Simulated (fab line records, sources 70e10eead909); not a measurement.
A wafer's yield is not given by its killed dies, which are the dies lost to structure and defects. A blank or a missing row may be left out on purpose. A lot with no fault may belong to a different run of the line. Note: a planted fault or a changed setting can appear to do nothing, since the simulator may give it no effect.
What tool caused it? || flow nand harc || 12 lots with 36 wafers sampled at 5 steps, on a route of 1302 steps

WHAT THE GAUGES SHOWED, per wafer
NHARC_END_SORT_01. Usual: defect limited yield 91.5 %, standard deviation 2.9; killed at array 53, standard deviation 20; killed at other 1, standard deviation 1.2; killed at periphery 3.7, standard deviation 2.6; killed dies 58, standard deviation 20; killed open 3.5, standard deviation 1.8; killed short 2.4, standard deviation 1.7; sort_bin_2_pct 3.1 %, standard deviation 1.3; sort_bin_3_pct 0.6 %, standard deviation 0.4; sort_bin_4_pct 4.9 %, standard deviation 1.7; sort n pass 619, standard deviation 20; sort rim yield pct 92 %, standard deviation 4; sort yield pct 91.5 %, standard deviation 2.9.
{"lot": "L522", "measured": "day 26 02:22", "on": "prober-01", "defect limited yield (%)": "96.0 94.8 94.2", "killed at array": "25 34 35", "killed at other": "0 0 1", "killed at periphery": "2 1 3", "killed dies": "27 35 39", "killed open": "0 3 3", "killed short": "1 2 3", "sort_bin_2_pct (%)": "1.3 1.9 1.8", "sort_bin_3_pct (%)": "0 0.3 0.6", "sort_bin_4_pct (%)": "2.7 3.0 3.4", "sort n pass": "650 642 638", "sort rim yield pct (%)": "92 88 89", "sort yield pct (%)": "96.0 94.8 94.2", "flag": ""}
{"lot": "L523", "measured": "day 26 11:01", "on": "prober-01", "defect limited yield (%)": "83.6 87.1 86.3", "killed at array": "103 81 86", "killed at other": "2 1 3", "killed at periphery": "6 5 4", "killed dies": "111 87 93", "killed open": "3 2 7", "killed short": "2 2 1", "sort_bin_2_pct (%)": "5.2 5.6 4.6", "sort_bin_3_pct (%)": "1.3 0.6 1.9", "sort_bin_4_pct (%)": "9.9 6.6 7.2", "sort n pass": "566 590 584", "sort rim yield pct (%)": "95 88 91", "sort yield pct (%)": "83.6 87.1 86.3", "flag": ""}
{"lot": "L527", "measured": "day 27 22:27", "on": "prober-02", "defect limited yield (%)": "88.2 89.1 87.3", "killed at array": "76 73 82", "killed at other": "1 0 0", "killed at periphery": "3 1 4", "killed dies": "80 74 86", "killed open": "3 3 7", "killed short": "6 4 3", "sort_bin_2_pct (%)": "4.7 4.0 5.3", "sort_bin_3_pct (%)": "0.6 0.6 1.5", "sort_bin_4_pct (%)": "6.5 6.4 5.9", "sort n pass": "597 603 591", "sort rim yield pct (%)": "97 97 98", "sort yield pct (%)": "88.2 89.1 87.3", "flag": ""}
{"lot": "L533", "measured": "day 30 01:22", "on": "prober-01", "defect limited yield (%)": "93.1 0 94.8", "killed at array": "42 18 33", "killed at other": "1 657 1", "killed at periphery": "4 2 1", "killed dies": "47 677 35", "killed open": "3 1 3", "killed short": "0 1 0", "sort_bin_2_pct (%)": "2.8 98.5 3.0", "sort_bin_3_pct (%)": "0.1 0.3 0.4", "sort_bin_4_pct (%)": "4.0 1.2 1.8", "sort n pass": "630 0 642", "sort rim yield pct (%)": "92 0 89", "sort yield pct (%)": "93.1 0 94.8", "flag": "OFF"}
{"lot": "L532", "measured": "day 30 09:56", "on": "prober-01", "defect limited yield (%)": "0.4 0.1 90.3", "killed at array": "53 68 64", "killed at other": "618 599 1", "killed at periphery": "3 9 1", "killed dies": "674 676 66", "killed open": "2 4 2", "killed short": "1 2 4", "sort_bin_2_pct (%)": "93.8 93.1 3.2", "sort_bin_3_pct (%)": "1.2 0.7 0.4", "sort_bin_4_pct (%)": "4.6 6.1 6.1", "sort n pass": "3 1 611", "sort rim yield pct (%)": "0 0 96", "sort yield pct (%)": "0.4 0.1 90.3", "flag": "OFF"}
{"lot": "L534", "measured": "day 30 01:25", "on": "prober-02", "defect limited yield (%)": "87.9 89.8 86.6", "killed at array": "75 63 85", "killed at other": "3 3 1", "killed at periphery": "4 3 5", "killed dies": "82 69 91", "killed open": "6 7 4", "killed short": "3 6 3", "sort_bin_2_pct (%)": "4.4 3.5 3.5", "sort_bin_3_pct (%)": "0.6 0.7 0.9", "sort_bin_4_pct (%)": "7.1 5.9 9.0", "sort n pass": "595 608 586", "sort rim yield pct (%)": "89 89 93", "sort yield pct (%)": "87.9 89.8 86.6", "flag": ""}

TOOL THAT RAN EACH LOT (tool first, then ch and the chambers of the sampled wafers, then the start)
{"lot": "L521", "NHARC_THIN_TSV_DEP_43": "pecvd-02 ch 1,2, day 24 05:13", "NHARC_THIN_TSV_DESCUM_14": "rie diel-08 ch 0,3, day 24 06:08", "NHARC_THIN_TSV_PVD_19": "pvd sputter-03, day 24 10:31 or earlier", "NHARC_THIN_TSV_CMP_21": "cmp-04 ch 0,1,3, day 24 10:31"}
{"lot": "L524", "NHARC_THIN_TSV_DEP_43": "pecvd-03 ch 0,1,2, day 25 09:29", "NHARC_THIN_TSV_DESCUM_14": "rie diel-12 ch 0,1,2, day 25 10:30", "NHARC_THIN_TSV_PVD_19": "pvd sputter-02, day 25 14:50 or earlier", "NHARC_THIN_TSV_CMP_21": "cmp-03 ch 0,1,2, day 25 14:50"}
{"lot": "L522", "NHARC_THIN_TSV_DEP_43": "pecvd-03 ch 1,2, day 25 10:43", "NHARC_THIN_TSV_DESCUM_14": "rie diel-08 ch 0,1,2, day 25 11:37", "NHARC_THIN_TSV_PVD_19": "pvd sputter-03, day 25 15:45 or earlier", "NHARC_THIN_TSV_CMP_21": "cmp-04 ch 0,1,2, day 25 15:45"}
{"lot": "L523", "NHARC_THIN_TSV_DEP_43": "pecvd-03 ch 0,1,2, day 25 15:59", "NHARC_THIN_TSV_DESCUM_14": "rie diel-09 ch 0,3, day 25 16:58", "NHARC_THIN_TSV_PVD_19": "pvd sputter-03, day 25 21:07 or earlier", "NHARC_THIN_TSV_CMP_21": "cmp-02 ch 0,2, day 25 21:07"}
{"lot": "L525", "NHARC_THIN_TSV_DEP_43": "pecvd-02 ch 0,2, day 26 04:57", "NHARC_THIN_TSV_DESCUM_14": "rie diel-08 ch 1,2,3, day 26 05:53", "NHARC_THIN_TSV_PVD_19": "pvd sputter-01, day 26 10:17 or earlier", "NHARC_THIN_TSV_CMP_21": "cmp-02 ch 0,1, day 26 10:17"}
{"lot": "L527", "NHARC_THIN_TSV_DEP_43": "pecvd-02 ch 1,2, day 27 06:55", "NHARC_THIN_TSV_DESCUM_14": "rie diel-08 ch 0,2, day 27 07:49", "NHARC_THIN_TSV_PVD_19": "pvd sputter-03, day 27 12:11 or earlier", "NHARC_THIN_TSV_CMP_21": "cmp-02 ch 0,2,3, day 27 12:11"}
{"lot": "L531", "NHARC_THIN_TSV_DEP_43": "pecvd-02 ch 0,1,2, day 28 12:27", "NHARC_THIN_TSV_DESCUM_14": "rie diel-09 ch 1,2, day 28 13:18", "NHARC_THIN_TSV_PVD_19": "pvd sputter-01, day 28 17:32 or earlier", "NHARC_THIN_TSV_CMP_21": "cmp-02 ch 0,2,3, day 28 17:32"}
{"lot": "L530", "NHARC_THIN_TSV_DEP_43": "pecvd-02 ch 0,1, day 28 13:33", "NHARC_THIN_TSV_DESCUM_14": "rie diel-08 ch 0,1,2, day 28 14:29", "NHARC_THIN_TSV_PVD_19": "pvd sputter-03, day 28 19:20 or earlier", "NHARC_THIN_TSV_CMP_21": "cmp-03 ch 1,2, day 28 19:20"}
{"lot": "L533", "NHARC_THIN_TSV_DEP_43": "pecvd-02 ch 0,1, day 29 08:46", "NHARC_THIN_TSV_DESCUM_14": "rie diel-08 ch 2,3, day 29 09:37", "NHARC_THIN_TSV_PVD_19": "pvd sputter-02, day 29 13:49 or earlier", "NHARC_THIN_TSV_CMP_21": "cmp-04 ch 1,2, day 29 13:49"}
{"lot": "L532", "NHARC_THIN_TSV_DEP_43": "pecvd-02 ch 0,1, day 29 09:47", "NHARC_THIN_TSV_DESCUM_14": "rie diel-12 ch 1,2,3, day 29 10:47", "NHARC_THIN_TSV_PVD_19": "pvd sputter-01, day 29 15:02 or earlier", "NHARC_THIN_TSV_CMP_21": "cmp-02 ch 0,1, day 29 15:02"}
{"lot": "L534", "NHARC_THIN_TSV_DEP_43": "pecvd-03 ch 0,1, day 29 11:00", "NHARC_THIN_TSV_DESCUM_14": "rie diel-08 ch 1,2,3, day 29 11:52", "NHARC_THIN_TSV_PVD_19": "pvd sputter-03, day 29 16:07 or earlier", "NHARC_THIN_TSV_CMP_21": "cmp-02 ch 0,1,3, day 29 16:07"}
{"lot": "L542", "NHARC_THIN_TSV_DEP_43": "pecvd-02 ch 0,2, day 32 15:27", "NHARC_THIN_TSV_DESCUM_14": "rie diel-08 ch 1,2,3, day 32 16:20", "NHARC_THIN_TSV_PVD_19": "pvd sputter-03, day 32 20:34 or earlier", "NHARC_THIN_TSV_CMP_21": "cmp-04 ch 2,3, day 32 20:34"}
- NHARC_THIN_TSV_DEP_43: deposits SiO2, target thk 1328.5 nm.
- NHARC_THIN_TSV_DESCUM_14: chemistry O2, time 3 s.
- NHARC_THIN_TSV_PVD_19: deposits TaN, target thk 20 nm.
- NHARC_THIN_TSV_CMP_21: polishes, t overpolish 30 s, target thk 2000 nm.

AS READ BY THE TOOLS THEMSELVES (means over the sampled wafers that have a number; for cases with no such wafer, the mark the record gives instead)
NHARC_THIN_TSV_DEP_43. Usual: throttle valve pct at 16.3 %, with a standard deviation of 0.79.
{"lot": "L521", "tool": "pecvd-02", "throttle valve pct (%)": 16.7, "flag": ""}
{"lot": "L524", "tool": "pecvd-03", "throttle valve pct (%)": 16.2, "flag": ""}
{"lot": "L522", "tool": "pecvd-03", "throttle valve pct (%)": 16.5, "flag": ""}
{"lot": "L523", "tool": "pecvd-03", "throttle valve pct (%)": 16.1, "flag": ""}
{"lot": "L525", "tool": "pecvd-02", "throttle valve pct (%)": 15.7, "flag": ""}
{"lot": "L527", "tool": "pecvd-02", "throttle valve pct (%)": 16.2, "flag": ""}
{"lot": "L531", "tool": "pecvd-02", "throttle valve pct (%)": 16.5, "flag": ""}
{"lot": "L530", "tool": "pecvd-02", "throttle valve pct (%)": 17.0, "flag": ""}
{"lot": "L533", "tool": "pecvd-02", "throttle valve pct (%)": 17.1, "flag": ""}
{"lot": "L532", "tool": "pecvd-02", "throttle valve pct (%)": 16.9, "flag": ""}
{"lot": "L534", "tool": "pecvd-03", "throttle valve pct (%)": 15.7, "flag": ""}
{"lot": "L542", "tool": "pecvd-02", "throttle valve pct (%)": 16.0, "flag": ""}

NHARC_THIN_TSV_DESCUM_14. Usual: drypump motor current A 6.0 A, standard deviation 0.48; oes product au 0.999 a.u., standard deviation 0.011; rf vpp V 57.7 V, standard deviation 0.91; showerhead plenum p Torr 1.91 Torr, standard deviation 0.088; throttle valve pct 11.311 %, standard deviation 0.0086.
{"lot": "L521", "tool": "rie diel-08", "drypump motor current A (A)": 6.0, "oes product au (a.u.)": 1.005, "rf vpp V (V)": 58.1, "showerhead plenum p Torr (Torr)": 1.93, "throttle valve pct (%)": 11.307, "flag": ""}
{"lot": "L524", "tool": "rie diel-12", "drypump motor current A (A)": 5.8, "oes product au (a.u.)": 0.990, "rf vpp V (V)": 56.9, "showerhead plenum p Torr (Torr)": 1.81, "throttle valve pct (%)": 11.318, "flag": ""}
{"lot": "L522", "tool": "rie diel-08", "drypump motor current A (A)": 6.2, "oes product au (a.u.)": 1.000, "rf vpp V (V)": 58.4, "showerhead plenum p Torr (Torr)": 1.98, "throttle valve pct (%)": 11.318, "flag": ""}
{"lot": "L523", "tool": "rie diel-09", "drypump motor current A (A)": 5.8, "oes product au (a.u.)": 0.990, "rf vpp V (V)": 57.4, "showerhead plenum p Torr (Torr)": 1.85, "throttle valve pct (%)": 11.312, "flag": ""}
{"lot": "L525", "tool": "rie diel-08", "drypump motor current A (A)": 5.9, "oes product au (a.u.)": 0.992, "rf vpp V (V)": 57.6, "showerhead plenum p Torr (Torr)": 1.98, "throttle valve pct (%)": 11.306, "flag": ""}
{"lot": "L527", "tool": "rie diel-08", "drypump motor current A (A)": 5.8, "oes product au (a.u.)": 1.002, "rf vpp V (V)": 59.2, "showerhead plenum p Torr (Torr)": 2.01, "throttle valve pct (%)": 11.303, "flag": ""}
{"lot": "L531", "tool": "rie diel-09", "drypump motor current A (A)": 6.2, "oes product au (a.u.)": 0.997, "rf vpp V (V)": 57.5, "showerhead plenum p Torr (Torr)": 1.94, "throttle valve pct (%)": 11.313, "flag": ""}
{"lot": "L530", "tool": "rie diel-08", "drypump motor current A (A)": 6.2, "oes product au (a.u.)": 0.997, "rf vpp V (V)": 59.1, "showerhead plenum p Torr (Torr)": 1.98, "throttle valve pct (%)": 11.312, "flag": ""}
{"lot": "L533", "tool": "rie diel-08", "drypump motor current A (A)": 5.5, "oes product au (a.u.)": 0.997, "rf vpp V (V)": 58.1, "showerhead plenum p Torr (Torr)": 2.01, "throttle valve pct (%)": 11.305, "flag": ""}
{"lot": "L532", "tool": "rie diel-12", "drypump motor current A (A)": 5.6, "oes product au (a.u.)": 0.988, "rf vpp V (V)": 57.5, "showerhead plenum p Torr (Torr)": 1.83, "throttle valve pct (%)": 11.307, "flag": ""}
{"lot": "L534", "tool": "rie diel-08", "drypump motor current A (A)": 5.8, "oes product au (a.u.)": 0.986, "rf vpp V (V)": 57.9, "showerhead plenum p Torr (Torr)": 1.98, "throttle valve pct (%)": 11.310, "flag": ""}
{"lot": "L542", "tool": "rie diel-08", "drypump motor current A (A)": 5.8, "oes product au (a.u.)": 0.986, "rf vpp V (V)": 58.7, "showerhead plenum p Torr (Torr)": 1.98, "throttle valve pct (%)": 11.302, "flag": ""}

NHARC_THIN_TSV_PVD_19. Usual: throttle valve pct at 29.3 %, with a standard deviation of 0.9.
{"lot": "L521", "tool": "pvd sputter-03", "throttle valve pct (%)": 28.7, "flag": ""}
{"lot": "L524", "tool": "pvd sputter-02", "throttle valve pct (%)": 29.1, "flag": ""}
{"lot": "L522", "tool": "pvd sputter-03", "throttle valve pct (%)": 29.1, "flag": ""}
{"lot": "L523", "tool": "pvd sputter-03", "throttle valve pct (%)": 29.6, "flag": ""}
{"lot": "L525", "tool": "pvd sputter-01", "throttle valve pct (%)": 29.6, "flag": ""}
{"lot": "L527", "tool": "pvd sputter-03", "throttle valve pct (%)": 29.1, "flag": ""}
{"lot": "L531", "tool": "pvd sputter-01", "throttle valve pct (%)": 29.6, "flag": ""}
{"lot": "L530", "tool": "pvd sputter-03", "throttle valve pct (%)": 29.1, "flag": ""}
{"lot": "L533", "tool": "pvd sputter-02", "throttle valve pct (%)": 29.0, "flag": ""}
{"lot": "L532", "tool": "pvd sputter-01", "throttle valve pct (%)": 29.9, "flag": ""}
{"lot": "L534", "tool": "pvd sputter-03", "throttle valve pct (%)": 28.6, "flag": ""}
{"lot": "L542", "tool": "pvd sputter-03", "throttle valve pct (%)": 29.1, "flag": ""}

NHARC_THIN_TSV_CMP_21. Usual: motor current A 11.8 A, standard deviation 1.2; overpolish run s 30.000 s, standard deviation 0.0096; retaining ring pressure frac 1.000, standard deviation 0.0047.
{"lot": "L521", "tool": "cmp-04", "motor current A (A)": 12.2, "overpolish run s (s)": 30.001, "retaining ring pressure frac": 0.999, "flag": ""}
{"lot": "L524", "tool": "cmp-03", "motor current A (A)": 11.5, "overpolish run s (s)": 30.004, "retaining ring pressure frac": 1.000, "flag": ""}
{"lot": "L522", "tool": "cmp-04", "motor current A (A)": 11.2, "overpolish run s (s)": 30.002, "retaining ring pressure frac": 1.003, "flag": ""}
{"lot": "L523", "tool": "cmp-02", "motor current A (A)": 12.5, "overpolish run s (s)": 30.003, "retaining ring pressure frac": 1.001, "flag": ""}
{"lot": "L525", "tool": "cmp-02", "motor current A (A)": 13.1, "overpolish run s (s)": 30.002, "retaining ring pressure frac": 1.007, "flag": ""}
{"lot": "L527", "tool": "cmp-02", "motor current A (A)": 12.0, "overpolish run s (s)": 30.003, "retaining ring pressure frac": 0.997, "flag": ""}
{"lot": "L531", "tool": "cmp-02", "motor current A (A)": 12.5, "overpolish run s (s)": 30.003, "retaining ring pressure frac": 0.999, "flag": ""}
{"lot": "L530", "tool": "cmp-03", "motor current A (A)": 10.9, "overpolish run s (s)": 29.987, "retaining ring pressure frac": 1.000, "flag": ""}
{"lot": "L533", "tool": "cmp-04", "motor current A (A)": 10.5, "overpolish run s (s)": 30.002, "retaining ring pressure frac": 1.004, "flag": ""}
{"lot": "L532", "tool": "cmp-02", "motor current A (A)": 13.2, "overpolish run s (s)": 30.000, "retaining ring pressure frac": 0.994, "flag": ""}
{"lot": "L534", "tool": "cmp-02", "motor current A (A)": 12.3, "overpolish run s (s)": 30.000, "retaining ring pressure frac": 1.004, "flag": ""}
{"lot": "L542", "tool": "cmp-04", "motor current A (A)": 12.4, "overpolish run s (s)": 30.006, "retaining ring pressure frac": 1.001, "flag": ""}

THE ANSWER, worked out from the rows above alone
Rule: a lot counts as off when the mean over its wafers that have a number is more than 3 standard deviations away from the usual mean. Also off: a lot with no number at a reading for which 4 or more lots have one. The other lots that the step has rows for count as sound. The gauges are gone through in route order, then the tools' own readings, and for those a lot's mean is taken as printed above. The first step at which some lot is off is used, and at that step the reading that is off furthest; a lot without a number counts as furthest.
Off: L533, L532 (NHARC_END_SORT_01, killed at other). Neither off nor sound, because the step has no rows for them: L521, L524, L525, L531, L530, L542.
If a tool, at a process step before that reading, ran all the lots that are off and no sound lot after the first of them, it fits. Gauges at NHARC_END_SORT_01: tried the same way as those tools. With no start given for some of its lots, NHARC_THIN_TSV_PVD_19 uses the hours and lot order of NHARC_THIN_TSV_CMP_21. Can't be told from this: 2 tools fit, pecvd-02 at NHARC_THIN_TSV_DEP_43, prober-01 at NHARC_END_SORT_01.

WHAT THE SIMULATOR PUT IN
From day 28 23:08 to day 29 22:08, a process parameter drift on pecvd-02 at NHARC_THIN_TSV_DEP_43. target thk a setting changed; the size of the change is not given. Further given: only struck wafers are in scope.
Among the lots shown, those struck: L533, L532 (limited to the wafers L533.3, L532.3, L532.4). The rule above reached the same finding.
